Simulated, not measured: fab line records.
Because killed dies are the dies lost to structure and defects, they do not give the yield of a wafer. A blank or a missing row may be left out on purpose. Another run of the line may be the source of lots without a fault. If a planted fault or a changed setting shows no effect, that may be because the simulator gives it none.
Which tool was responsible? || flow nandHarc || 11 lots with 33 wafers sampled at 3 steps, on a route of 1302 steps

## WHAT THE GAUGES READ, wafer by wafer
NHARC_P_ZERO_WELL_CD_MEAS_37 targets a cd of 720 nm. Usual: cdNm reads 718.7 nm (standard deviation 1.9).
{"lot": "L763", "measured": "day 1 23:58", "on": "cdSem-01", "cdNm (nm)": "720.0 719.2 718.1", "flag": ""}
{"lot": "L764", "measured": "day 2 10:17", "on": "cdSem-01", "cdNm (nm)": "717.1 719.0 717.8", "flag": ""}
{"lot": "L766", "measured": "day 3 06:20", "on": "cdSem-02", "cdNm (nm)": "718.7 718.3 719.1", "flag": ""}
{"lot": "L768", "measured": "day 4 02:13", "on": "cdSem-03", "cdNm (nm)": "717.2 719.2 721.1", "flag": ""}
{"lot": "L769", "measured": "day 4 12:15", "on": "cdSem-01", "cdNm (nm)": "720.0 721.2 722.1", "flag": ""}
{"lot": "L771", "measured": "day 5 08:00", "on": "cdSem-01", "cdNm (nm)": "719.1 722.0 719.3", "flag": ""}
{"lot": "L772", "measured": "day 5 18:09", "on": "cdSem-01", "cdNm (nm)": "708.0 711.3 711.1", "flag": "OFF"}
{"lot": "L773", "measured": "day 6 03:51", "on": "cdSem-02", "cdNm (nm)": "716.1 718.1 718.3", "flag": ""}
{"lot": "L783", "measured": "day 10 08:13", "on": "cdSem-03", "cdNm (nm)": "717.9 719.1 719.0", "flag": ""}
{"lot": "L784", "measured": "day 10 18:29", "on": "cdSem-01", "cdNm (nm)": "720.4 721.8 719.7", "flag": ""}
{"lot": "L786", "measured": "day 11 14:16", "on": "cdSem-03", "cdNm (nm)": "716.8 718.3 717.4", "flag": ""}

## TOOL THAT RAN EACH LOT (tool first, then ch and the chambers of the sampled wafers, then the start)
{"lot": "L763", "NHARC_P_ZERO_WELL_ETCH_63": "rieSi-02 ch 1,2, day 1 21:40", "NHARC_P_ZERO_WELL_EXPOSE_34": "krfScanner-03 ch 0, day 1 23:49"}
{"lot": "L764", "NHARC_P_ZERO_WELL_ETCH_63": "rieSi-03 ch 0,1,2, day 2 07:53", "NHARC_P_ZERO_WELL_EXPOSE_34": "krfScanner-03 ch 0, day 2 10:07"}
{"lot": "L766", "NHARC_P_ZERO_WELL_ETCH_63": "rieSi-02 ch 0,2,3, day 3 03:47", "NHARC_P_ZERO_WELL_EXPOSE_34": "krfScanner-04 ch 0, day 3 06:11"}
{"lot": "L768", "NHARC_P_ZERO_WELL_ETCH_63": "rieSi-02 ch 1,2,3, day 3 23:39", "NHARC_P_ZERO_WELL_EXPOSE_34": "krfScanner-02 ch 0, day 4 02:04"}
{"lot": "L769", "NHARC_P_ZERO_WELL_ETCH_63": "rieSi-05 ch 0,1,2, day 4 09:49", "NHARC_P_ZERO_WELL_EXPOSE_34": "krfScanner-04 ch 0, day 4 12:06"}
{"lot": "L771", "NHARC_P_ZERO_WELL_ETCH_63": "rieSi-03 ch 1,2,3, day 5 05:34", "NHARC_P_ZERO_WELL_EXPOSE_34": "krfScanner-03 ch 0, day 5 07:51"}
{"lot": "L772", "NHARC_P_ZERO_WELL_ETCH_63": "rieSi-02 ch 1,2, day 5 15:33", "NHARC_P_ZERO_WELL_EXPOSE_34": "krfScanner-02 ch 0, day 5 17:59"}
{"lot": "L773", "NHARC_P_ZERO_WELL_ETCH_63": "rieSi-05 ch 1,2,3, day 6 01:32", "NHARC_P_ZERO_WELL_EXPOSE_34": "krfScanner-02 ch 0, day 6 03:42"}
{"lot": "L783", "NHARC_P_ZERO_WELL_ETCH_63": "rieSi-02 ch 1,2,3, day 10 05:41", "NHARC_P_ZERO_WELL_EXPOSE_34": "krfScanner-02 ch 0, day 10 08:04"}
{"lot": "L784", "NHARC_P_ZERO_WELL_ETCH_63": "rieSi-02 ch 0,2,3, day 10 15:50", "NHARC_P_ZERO_WELL_EXPOSE_34": "krfScanner-04 ch 0, day 10 18:20"}
{"lot": "L786", "NHARC_P_ZERO_WELL_ETCH_63": "rieSi-05 ch 1,2, day 11 11:37", "NHARC_P_ZERO_WELL_EXPOSE_34": "krfScanner-02 ch 0, day 11 14:07"}
- NHARC_P_ZERO_WELL_ETCH_63: etches the open film in HBr/Cl2, target depth 120 nm, time 40.1 s.
- NHARC_P_ZERO_WELL_EXPOSE_34: exposes mask P PWELL, target cd 720 nm.

## WHAT THE TOOLS THEMSELVES READ (means of the sampled wafers that have a number; where no wafer has one, the mark that the record gives instead)
NHARC_P_ZERO_WELL_ETCH_63. Usual: drypumpMotorCurrentA 5.7 A, standard deviation 0.43; oesProductAu 1.003 a.u., standard deviation 0.011; throttleValvePct 26.405 %, standard deviation 0.0086.
{"lot": "L763", "tool": "rieSi-02", "drypumpMotorCurrentA (A)": 5.9, "oesProductAu (a.u.)": 1.007, "throttleValvePct (%)": 26.409, "flag": ""}
{"lot": "L764", "tool": "rieSi-03", "drypumpMotorCurrentA (A)": 6.0, "oesProductAu (a.u.)": 1.001, "throttleValvePct (%)": 26.403, "flag": ""}
{"lot": "L766", "tool": "rieSi-02", "drypumpMotorCurrentA (A)": 5.6, "oesProductAu (a.u.)": 1.014, "throttleValvePct (%)": 26.405, "flag": ""}
{"lot": "L768", "tool": "rieSi-02", "drypumpMotorCurrentA (A)": 5.5, "oesProductAu (a.u.)": 1.012, "throttleValvePct (%)": 26.407, "flag": ""}
{"lot": "L769", "tool": "rieSi-05", "drypumpMotorCurrentA (A)": 5.7, "oesProductAu (a.u.)": 1.007, "throttleValvePct (%)": 26.411, "flag": ""}
{"lot": "L771", "tool": "rieSi-03", "drypumpMotorCurrentA (A)": 6.0, "oesProductAu (a.u.)": 0.990, "throttleValvePct (%)": 26.402, "flag": ""}
{"lot": "L772", "tool": "rieSi-02", "drypumpMotorCurrentA (A)": 5.9, "oesProductAu (a.u.)": 0.999, "throttleValvePct (%)": 26.405, "flag": ""}
{"lot": "L773", "tool": "rieSi-05", "drypumpMotorCurrentA (A)": 6.0, "oesProductAu (a.u.)": 0.999, "throttleValvePct (%)": 26.418, "flag": ""}
{"lot": "L783", "tool": "rieSi-02", "drypumpMotorCurrentA (A)": 5.5, "oesProductAu (a.u.)": 1.004, "throttleValvePct (%)": 26.399, "flag": ""}
{"lot": "L784", "tool": "rieSi-02", "drypumpMotorCurrentA (A)": 5.6, "oesProductAu (a.u.)": 1.003, "throttleValvePct (%)": 26.401, "flag": ""}
{"lot": "L786", "tool": "rieSi-05", "drypumpMotorCurrentA (A)": 5.8, "oesProductAu (a.u.)": 0.995, "throttleValvePct (%)": 26.400, "flag": ""}

NHARC_P_ZERO_WELL_EXPOSE_34. Usual: stageVelMmS 500.04 mm/s, standard deviation 0.24.
{"lot": "L763", "tool": "krfScanner-03", "stageVelMmS (mm/s)": 500.19, "flag": ""}
{"lot": "L764", "tool": "krfScanner-03", "stageVelMmS (mm/s)": 500.01, "flag": ""}
{"lot": "L766", "tool": "krfScanner-04", "stageVelMmS (mm/s)": 500.34, "flag": ""}
{"lot": "L768", "tool": "krfScanner-02", "stageVelMmS (mm/s)": 499.96, "flag": ""}
{"lot": "L769", "tool": "krfScanner-04", "stageVelMmS (mm/s)": 500.00, "flag": ""}
{"lot": "L771", "tool": "krfScanner-03", "stageVelMmS (mm/s)": 499.80, "flag": ""}
{"lot": "L772", "tool": "krfScanner-02", "stageVelMmS (mm/s)": 499.89, "flag": ""}
{"lot": "L773", "tool": "krfScanner-02", "stageVelMmS (mm/s)": 500.28, "flag": ""}
{"lot": "L783", "tool": "krfScanner-02", "stageVelMmS (mm/s)": 500.15, "flag": ""}
{"lot": "L784", "tool": "krfScanner-04", "stageVelMmS (mm/s)": 500.34, "flag": ""}
{"lot": "L786", "tool": "krfScanner-02", "stageVelMmS (mm/s)": 500.12, "flag": ""}

## THE ANSWER, worked out from the rows above alone
Rule: take the mean of a lot's wafers that have a number; if it is more than 3 standard deviations from the usual mean, the lot is off. A lot without any number at a reading at which 4 lots or more have one is off too. Where the step has rows for the other lots, those lots are counted as sound. Order of review: gauges by route order, followed by the tools' own readings, for which a lot's mean as printed above is used. The first step at which some lot is off is used, and at that step the reading that is off furthest; a lot without a number counts as furthest.
Off, at NHARC_P_ZERO_WELL_CD_MEAS_37 on cdNm: L772.
A tool fits if, at a process step before that reading, it ran every lot that is off, and no sound lot after the first of them. Those tools and the gauges at NHARC_P_ZERO_WELL_CD_MEAS_37 are tried in the same way. Of those tried, none fits.

## WHAT WAS PUT IN BY THE SIMULATOR
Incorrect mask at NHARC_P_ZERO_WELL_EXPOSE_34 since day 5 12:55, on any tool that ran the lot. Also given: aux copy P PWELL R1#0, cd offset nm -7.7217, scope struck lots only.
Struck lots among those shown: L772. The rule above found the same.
